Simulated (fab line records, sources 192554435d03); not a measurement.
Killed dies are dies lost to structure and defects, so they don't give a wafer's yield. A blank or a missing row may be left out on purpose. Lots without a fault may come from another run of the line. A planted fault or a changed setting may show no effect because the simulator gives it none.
Split-lot experiment | flow n5_finfet | 7 lots, 21 wafers read, on a route of 1938 steps

THE SPLIT
At N5_BEOL_M6_ETCH_66 (etches SOC in N2/H2, target depth 80 nm, overetch 16 nm, time 120 s), the setting bias_w was moved away from the recipe's 150 W on 11 of the 21 wafers read, by -13.1% to +16.9%. The other wafers ran this setting at the recipe's value.

The reading is taken at the split's own step.

THE READING
rf_vpp_V, in V, at N5_BEOL_M6_ETCH_66 (etches SOC in N2/H2, target depth 80 nm, overetch 16 nm, time 120 s). Fault-free wafers of this fab line usually give 524.1 V, standard deviation 2.3 V.

wafer  | tool, chamber at the split | bias_w as run, W | against the recipe | rf_vpp_V, V | against lot-mates on the recipe
L075.1 | rie_diel-06, 2             | 150              | recipe             | 522.0       | -
L075.2 | rie_diel-06, 0             | 150              | recipe             | 523.4       | -
L075.3 | rie_diel-06, 3             | 150              | recipe             | 523.2       | -
L076.1 | rie_diel-06, 0             | 169              | +12.7%             | 564.2       | +41.7
L076.2 | rie_diel-06, 2             | 150              | recipe             | 522.5       | -
L076.6 | rie_diel-06, 2             | 169              | +12.7%             | 562.4       | +39.9
L077.4 | rie_diel-02, 2             | 142.7            | -4.9%              | 508.0       | -13.3
L077.5 | rie_diel-02, 0             | 142.7            | -4.9%              | 512.6       | -8.7
L077.6 | rie_diel-02, 1             | 150              | recipe             | 521.3       | -
L080.1 | rie_diel-02, 2             | 130.3            | -13.1%             | 480.8       | no lot-mate on the recipe
L080.5 | rie_diel-02, 3             | 130.3            | -13.1%             | 481.7       | no lot-mate on the recipe
L080.6 | rie_diel-02, 2             | 130.3            | -13.1%             | 478.4       | no lot-mate on the recipe
L085.1 | rie_diel-02, 1             | 150              | recipe             | 523.3       | -
L085.2 | rie_diel-02, 0             | 150              | recipe             | 528.1       | -
L085.5 | rie_diel-02, 2             | 134.4            | -10.4%             | 488.7       | -37.0
L095.1 | rie_diel-02, 3             | 150              | recipe             | 526.7       | -
L095.3 | rie_diel-02, 0             | 150              | recipe             | 528.3       | -
L095.6 | rie_diel-02, 0             | 166.2            | +10.8%             | 564.3       | +36.8
L096.1 | rie_diel-06, 2             | 175.3            | +16.9%             | 575.3       | +51.7
L096.4 | rie_diel-06, 0             | 175.3            | +16.9%             | 576.2       | +52.6
L096.6 | rie_diel-06, 0             | 150              | recipe             | 523.6       | -

THE FIT
A straight line over all 21 wafers: rf_vpp_V changes by +3.22 V for each +1% of bias_w; r = +1.00; the points scatter about the line by 2.7 V.
The same after taking each lot's own level away (the mean of its wafers on the recipe; 18 wafers): +3.15 V for each +1%; r = +1.00; scatter 2.4 V.
On that fit, the largest move of bias_w shifts the reading by 53 V.
The lots' own levels span 521.30 to 527.50 V, that is 2.7 times the standard deviation above.
So the lot-to-lot level changes the slope little: the two slopes agree.
Check: with one of the wafers moved furthest among these (+16.9%) left out of the fit, the line predicts +54.2 V for it against its lot-mates. It came out at +51.7 V against them.
Tool readings at the split's step, against how far the setting was moved: rf_vpp_V r = +1.00.

OTHER SPLITS ON THESE WAFERS
These wafers also went through other splits before the reading. Each is held against what the fit with the lots' levels taken away leaves over:
other split on the same wafers     | wafers away from the commonest value | r with rf_vpp_V (lot level and that fit taken away)
N5_BEOL_M1_COAT_05 spin_rpm        | 7                                    | -0.01
N5_BEOL_M3_COAT_05 spin_rpm        | 6                                    | +0.25
N5_BEOL_M4_TRENCH_ETCH_37 source_w | 8                                    | -0.38
N5_BEOL_M5_COAT_05 spin_rpm        | 5                                    | -0.11

THE WHOLE CHAIN: every reading that the file lists as answering this split, in the file's order
step               | what it does                                                        | reading                                                                          | change (the file's fit)                | r (the file's)
N5_BEOL_M6_ETCH_66 | etches SOC in N2/H2, target depth 80 nm, overetch 16 nm, time 120 s | rf_vpp_V                                                                         | +3.22 V for each +1% of the setting    | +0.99
N5_BEOL_M6_ETCH_66 | etches SOC in N2/H2, target depth 80 nm, overetch 16 nm, time 120 s | SiARC_of_BEOL_M6_COAT_64.thk_nm (the simulator's own value, which no gauge read) | -0.0673 nm for each +1% of the setting | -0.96

THE FILE'S OWN FIT
rf_vpp_V changes by +3.22 V for each +1% of bias_w, r = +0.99.
